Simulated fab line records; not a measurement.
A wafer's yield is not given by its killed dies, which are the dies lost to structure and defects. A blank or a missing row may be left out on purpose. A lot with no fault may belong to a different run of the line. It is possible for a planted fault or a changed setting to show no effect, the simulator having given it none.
Chamber matching	flow nand-harc	NHARC_P_M0_DEP_32 on pecvd-03: 3 sister chambers
The step deposits SiCN, target thk 30 nm. 20 wafers are shown with their chamber, then 10 later ones without.

== EACH WAFER AND ITS CHAMBER ==
wafer	chamber	heater-power-w (W)
L074.2	2	641
L074.5	2	624
L074.6	0	530
L076.1	2	520
L076.4	0	628
L076.6	1	644
L082.1	2	592
L082.2	0	536
L082.4	2	613
L084.3	2	620
L084.5	2	611
L084.6	1	558
L083.2	2	557
L083.3	1	578
L083.5	0	548
L085.2	0	571
L085.3	1	582
L085.5	2	616
L089.2	1	562
L089.3	0	592

SIGNATURES (means of the wafers above)
reading	chamber 0	chamber 1	chamber 2	scatter within a chamber
heater-power-w	567.50	584.80	599.33	37.1
Rule: distance of a wafer from a chamber = root of the sum over the readings of ((wafer's reading minus chamber's mean) / reading's scatter) squared. If the next closest chamber is less than 2 further off than the closest, the wafer can't be placed; otherwise it belongs to the closest. How the scatter is found: for the shown wafers, subtract from each reading the mean of its chamber, square and add these, divide the total by (wafers less chambers), then take the root.

== WAFERS WHOSE CHAMBER IS MISSING ==
wafer	heater-power-w (W)
L089.4	590
L090.3	587
L090.4	495
L090.5	605
L094.2	606
L094.3	549
L094.5	569
L096.1	578
L096.3	588
L096.5	588

== EACH ONE'S CHAMBER ==
wafer	from the rows above	in truth
L089.4	can't be placed: 1 or 2 or 0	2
L090.3	can't be placed: 1 or 2 or 0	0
L090.4	can't be placed: 0 or 1 or 2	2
L090.5	can't be placed: 2 or 1 or 0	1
L094.2	can't be placed: 2 or 1 or 0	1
L094.3	can't be placed: 0 or 1 or 2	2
L094.5	can't be placed: 0 or 1 or 2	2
L096.1	can't be placed: 1 or 0 or 2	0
L096.3	can't be placed: 1 or 2 or 0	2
L096.5	can't be placed: 1 or 2 or 0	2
Correctly placed: 0 of 10. Cannot be placed on the basis of these rows: 10; the candidates contain the true chamber in 10. 0 placed wrongly.
